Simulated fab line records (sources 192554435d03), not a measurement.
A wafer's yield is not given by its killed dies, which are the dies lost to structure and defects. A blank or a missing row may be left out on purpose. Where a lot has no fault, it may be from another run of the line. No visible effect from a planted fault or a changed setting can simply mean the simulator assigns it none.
Lot-split experiment :: flow n5Finfet :: on a route of 1938 steps: 7 lots, 21 wafers read

SPLIT DETAILS
At N5_BEOL_M12_DEP_53 (deposits SiCN from 3MS/NH3, target thk 30 nm, time 10.5 s), the setting timeS was moved away from the recipe's 10.5 s on 7 of the 21 wafers read, by -12.6% to +13.5%. All remaining wafers had this setting at the recipe value.

The reading is taken at the split's own step.

THE READING
SiCN_of_BEOL_M12_DEP_53.thkNm (the simulator's own value, which no gauge read), in nm, at N5_BEOL_M12_DEP_53 (deposits SiCN from 3MS/NH3, target thk 30 nm, time 10.5 s). The file does not state a usual value for it. Average 29.9 nm, standard deviation 0.51 nm, over the 14 wafers here run with the recipe.

wafer: L074.1
tool, chamber at the split: pecvd-02, 1,0
timeS as run, s: 10.5
against the recipe: recipe
SiCN_of_BEOL_M12_DEP_53.thkNm, nm: 29.2
against lot-mates on the recipe: -

wafer: L074.2
tool, chamber at the split: pecvd-02, 1,0
timeS as run, s: 10.5
against the recipe: recipe
SiCN_of_BEOL_M12_DEP_53.thkNm, nm: 29.2
against lot-mates on the recipe: -

wafer: L074.5
tool, chamber at the split: pecvd-02, 1
timeS as run, s: 11.92
against the recipe: +13.5%
SiCN_of_BEOL_M12_DEP_53.thkNm, nm: 34.2
against lot-mates on the recipe: +5.0

wafer: L081.1
tool, chamber at the split: pecvd-01, 1
timeS as run, s: 10.5
against the recipe: recipe
SiCN_of_BEOL_M12_DEP_53.thkNm, nm: 29.8
against lot-mates on the recipe: -

wafer: L081.5
tool, chamber at the split: pecvd-01, 0
timeS as run, s: 10.5
against the recipe: recipe
SiCN_of_BEOL_M12_DEP_53.thkNm, nm: 30.6
against lot-mates on the recipe: -

wafer: L081.6
tool, chamber at the split: pecvd-01, 1
timeS as run, s: 10.5
against the recipe: recipe
SiCN_of_BEOL_M12_DEP_53.thkNm, nm: 30
against lot-mates on the recipe: -

wafer: L089.3
tool, chamber at the split: pecvd-02, 0
timeS as run, s: 9.538
against the recipe: -9.2%
SiCN_of_BEOL_M12_DEP_53.thkNm, nm: 27
against lot-mates on the recipe: -3.1

wafer: L089.5
tool, chamber at the split: pecvd-02, 1
timeS as run, s: 10.5
against the recipe: recipe
SiCN_of_BEOL_M12_DEP_53.thkNm, nm: 30
against lot-mates on the recipe: -

wafer: L089.6
tool, chamber at the split: pecvd-02, 0
timeS as run, s: 10.5
against the recipe: recipe
SiCN_of_BEOL_M12_DEP_53.thkNm, nm: 30.2
against lot-mates on the recipe: -

wafer: L090.1
tool, chamber at the split: pecvd-02, 0
timeS as run, s: 10.5
against the recipe: recipe
SiCN_of_BEOL_M12_DEP_53.thkNm, nm: 29.6
against lot-mates on the recipe: -

wafer: L090.2
tool, chamber at the split: pecvd-02, 2
timeS as run, s: 10.5
against the recipe: recipe
SiCN_of_BEOL_M12_DEP_53.thkNm, nm: 29.8
against lot-mates on the recipe: -

wafer: L090.4
tool, chamber at the split: pecvd-02, 2
timeS as run, s: 10.5
against the recipe: recipe
SiCN_of_BEOL_M12_DEP_53.thkNm, nm: 30
against lot-mates on the recipe: -

wafer: L091.2
tool, chamber at the split: pecvd-01, 1
timeS as run, s: 9.235
against the recipe: -12.0%
SiCN_of_BEOL_M12_DEP_53.thkNm, nm: 26.2
against lot-mates on the recipe: no lot-mate on the recipe

wafer: L091.3
tool, chamber at the split: pecvd-01, 2
timeS as run, s: 9.235
against the recipe: -12.0%
SiCN_of_BEOL_M12_DEP_53.thkNm, nm: 26.4
against lot-mates on the recipe: no lot-mate on the recipe

wafer: L091.4
tool, chamber at the split: pecvd-01, 2
timeS as run, s: 9.235
against the recipe: -12.0%
SiCN_of_BEOL_M12_DEP_53.thkNm, nm: 27
against lot-mates on the recipe: no lot-mate on the recipe

wafer: L093.1
tool, chamber at the split: pecvd-01, 0
timeS as run, s: 9.173
against the recipe: -12.6%
SiCN_of_BEOL_M12_DEP_53.thkNm, nm: 26.4
against lot-mates on the recipe: -4.3

wafer: L093.3
tool, chamber at the split: pecvd-01, 2
timeS as run, s: 10.5
against the recipe: recipe
SiCN_of_BEOL_M12_DEP_53.thkNm, nm: 30.6
against lot-mates on the recipe: -

wafer: L093.4
tool, chamber at the split: pecvd-01, 0
timeS as run, s: 10.5
against the recipe: recipe
SiCN_of_BEOL_M12_DEP_53.thkNm, nm: 30.8
against lot-mates on the recipe: -

wafer: L096.2
tool, chamber at the split: pecvd-02, 0
timeS as run, s: 10.5
against the recipe: recipe
SiCN_of_BEOL_M12_DEP_53.thkNm, nm: 29.2
against lot-mates on the recipe: -

wafer: L096.3
tool, chamber at the split: pecvd-02, 2
timeS as run, s: 10.5
against the recipe: recipe
SiCN_of_BEOL_M12_DEP_53.thkNm, nm: 29.6
against lot-mates on the recipe: -

wafer: L096.5
tool, chamber at the split: pecvd-02, 0
timeS as run, s: 11.24
against the recipe: +7.0%
SiCN_of_BEOL_M12_DEP_53.thkNm, nm: 31.6
against lot-mates on the recipe: +2.2
Rows listing several chambers each stand for several wafers; the file does not say which wafer went through which chamber.

FIT RESULTS
A straight line over all 21 wafers: SiCN_of_BEOL_M12_DEP_53.thkNm changes by +0.289 nm for each +1% of timeS; r = +0.97; the points scatter about the line by 0.48 nm.
The same after taking each lot's own level away (the mean of its wafers on the recipe; 18 wafers): +0.348 nm for each +1%; r = +0.99; scatter 0.21 nm.
On that fit, the largest move of timeS shifts the reading by 4.7 nm.
The lots' own levels span 29.20 to 30.70 nm, that is 3.0 times the standard deviation above.
Thus the slope moves with the lot-to-lot level: the two fits are different.
Check: for one of the wafers moved furthest among these (+13.5%), held out of the fit, the line's prediction against its lot-mates is +4.5 nm. It came out at +5 nm against them.

THE OTHER SPLITS THESE WAFERS WENT THROUGH
Other splits were also applied to these wafers ahead of the reading. Each is held against what the fit with the lots' levels taken away leaves over:
other split on the same wafers: N5_BEOL_M9_EXPOSE_08 doseMj
wafers away from the commonest value: 7
r with SiCN_of_BEOL_M12_DEP_53.thkNm (lot level and that fit taken away): +0.16

other split on the same wafers: N5_BEOL_M10_ETCH_66 timeS
wafers away from the commonest value: 8
r with SiCN_of_BEOL_M12_DEP_53.thkNm (lot level and that fit taken away): +0.00

other split on the same wafers: N5_BEOL_M10_ETCH_41 sourceW
wafers away from the commonest value: 5
r with SiCN_of_BEOL_M12_DEP_53.thkNm (lot level and that fit taken away): -0.16

other split on the same wafers: N5_BEOL_M11_ETCH_62 timeS
wafers away from the commonest value: 4
r with SiCN_of_BEOL_M12_DEP_53.thkNm (lot level and that fit taken away): -0.27

THE FILE'S OWN FIT
SiCN_of_BEOL_M12_DEP_53.thkNm changes by +0.348 nm for each +1% of timeS, r = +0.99.
